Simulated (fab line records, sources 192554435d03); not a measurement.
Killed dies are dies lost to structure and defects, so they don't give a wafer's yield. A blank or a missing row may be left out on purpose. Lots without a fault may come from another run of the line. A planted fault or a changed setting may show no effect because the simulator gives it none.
Split-lot experiment | flow n5_finfet | 7 lots, 39 wafers read, on a route of 1938 steps

THE SPLIT
At N5_FIN_SAQP_HM_DEP_72 (deposits SiO2 from SiH4/N2O, target thk 12 nm, time 7.2 s), the setting target_thk_a was moved away from the recipe's 120 angstrom on 12 of the 39 wafers read, by -56.7% to -27.3%. The other wafers ran this setting at the recipe's value.

FROM THE SPLIT TO THE READING: what the file shows between them, 4 steps
- N5_FIN_SAQP_COAT_49: time 60 s, resist thk 100 nm
- N5_FIN_SAQP_COAT_50: time 60 s, resist thk 35 nm
- N5_FIN_SAQP_ETCH_52: etches SOC in N2/H2, target depth 100 nm, overetch 20 nm, time 150 s
- N5_FIN_SAQP_STRIP_53: strips in N2/H2

THE READING
etch.depth_nm (the simulator's own value, which no gauge read), in nm, at N5_FIN_SAQP_HM_OPEN_73 (chemistry CHF3/O2, target SiO2, stops on a-Si, target depth 12 nm, time 16.8 s). The file gives no usual value for it. The 27 wafers here that ran the recipe average 12.030 nm, standard deviation 0.16 nm.

wafer  | tool, chamber at the split | target_thk_a as run, angstrom | against the recipe | etch.depth_nm, nm | against lot-mates on the recipe
L074.1 | pecvd-04, 2                | 79.92                         | -33.4%             | 7.645             | -4.225
L074.2 | pecvd-04, 1                | 79.92                         | -33.4%             | 7.739             | -4.131
L074.3 | pecvd-04, 0                | 120                           | recipe             | 11.71             | -
L074.4 | pecvd-04, 0                | 79.92                         | -33.4%             | 7.742             | -4.128
L074.5 | pecvd-04, 1                | 120                           | recipe             | 12.05             | -
L074.6 | pecvd-04, 2                | 120                           | recipe             | 11.85             | -
L082.1 | pecvd-04, 1                | 87.27                         | -27.3%             | 8.876             | -3.304
L082.2 | pecvd-04, 0                | 87.27                         | -27.3%             | 8.718             | -3.462
L082.3 | pecvd-04, 2                | 120                           | recipe             | 12.02             | -
L082.4 | pecvd-04, 0                | 87.27                         | -27.3%             | 8.782             | -3.398
L082.5 | pecvd-04, 1                | 120                           | recipe             | 12.16             | -
L082.6 | pecvd-04, 2                | 120                           | recipe             | 12.36             | -
L083.3 | pecvd-01, 1                | 120                           | recipe             | 12.19             | -
L083.4 | pecvd-01, 2                | 120                           | recipe             | 11.9              | -
L083.6 | pecvd-01, 0                | 120                           | recipe             | 12.01             | -
L089.1 | pecvd-04, 0                | 120                           | recipe             | 11.88             | -
L089.2 | pecvd-04, 2                | 120                           | recipe             | 11.75             | -
L089.3 | pecvd-04, 1                | 120                           | recipe             | 11.94             | -
L089.4 | pecvd-04, 2                | 120                           | recipe             | 11.96             | -
L089.5 | pecvd-04, 0                | 120                           | recipe             | 12.05             | -
L089.6 | pecvd-04, 1                | 120                           | recipe             | 12.08             | -
L091.1 | pecvd-01, 0                | 120                           | recipe             | 11.86             | -
L091.2 | pecvd-01, 1                | 120                           | recipe             | 12                | -
L091.3 | pecvd-01, 1                | 120                           | recipe             | 12.27             | -
L091.4 | pecvd-01, 0                | 120                           | recipe             | 12.06             | -
L091.5 | pecvd-01, 1                | 120                           | recipe             | 12.1              | -
L091.6 | pecvd-01, 0                | 120                           | recipe             | 11.9              | -
L093.1 | pecvd-02, 2                | 120                           | recipe             | 12.06             | -
L093.2 | pecvd-02, 0                | 120                           | recipe             | 12.24             | -
L093.3 | pecvd-02, 1                | 51.91                         | -56.7%             | 5.097             | -7.076
L093.4 | pecvd-02, 0                | 51.91                         | -56.7%             | 5.261             | -6.912
L093.5 | pecvd-02, 1                | 51.91                         | -56.7%             | 5.146             | -7.027
L093.6 | pecvd-02, 2                | 120                           | recipe             | 12.22             | -
L096.1 | pecvd-02, 2                | 56.15                         | -53.2%             | 5.584             | -6.479
L096.2 | pecvd-02, 1                | 120                           | recipe             | 11.93             | -
L096.3 | pecvd-02, 0                | 120                           | recipe             | 12.02             | -
L096.4 | pecvd-02, 2                | 56.15                         | -53.2%             | 5.869             | -6.194
L096.5 | pecvd-02, 1                | 120                           | recipe             | 12.24             | -
L096.6 | pecvd-02, 0                | 56.15                         | -53.2%             | 5.808             | -6.255

THE FIT
A straight line over all 39 wafers: etch.depth_nm changes by +0.121 nm for each +1% of target_thk_a; r = +1.00; the points scatter about the line by 0.17 nm.
The same after taking each lot's own level away (the mean of its wafers on the recipe; 39 wafers): +0.122 nm for each +1%; r = +1.00; scatter 0.13 nm.
On that fit, the largest move of target_thk_a shifts the reading by 6.9 nm.
The lots' own levels span 11.8700 to 12.1800 nm, that is 2.0 times the standard deviation above.
So the lot-to-lot level changes the slope little: the two slopes agree.
Check: with one of the wafers moved furthest among these (-56.7%) left out of the fit, the line predicts -6.89 nm for it against its lot-mates. It came out at -7.08 nm against them.

THE WHOLE CHAIN: every reading that the file lists as answering this split, in the file's order
step                   | what it does                                                                   | reading                                                                            | change (the file's fit)               | r (the file's)
N5_FIN_SAQP_HM_DEP_72  | deposits SiO2 from SiH4/N2O, target thk 12 nm, time 7.2 s                      | SiO2_of_FIN_SAQP_HM_DEP_72.thk_nm (the simulator's own value, which no gauge read) | +0.122 nm for each +1% of the setting | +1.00
N5_FIN_SAQP_HM_OPEN_73 | chemistry CHF3/O2, target SiO2, stops on a-Si, target depth 12 nm, time 16.8 s | etch.depth_nm (the simulator's own value, which no gauge read)                     | +0.122 nm for each +1% of the setting | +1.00

THE FILE'S OWN FIT
etch.depth_nm changes by +0.122 nm for each +1% of target_thk_a, r = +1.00.
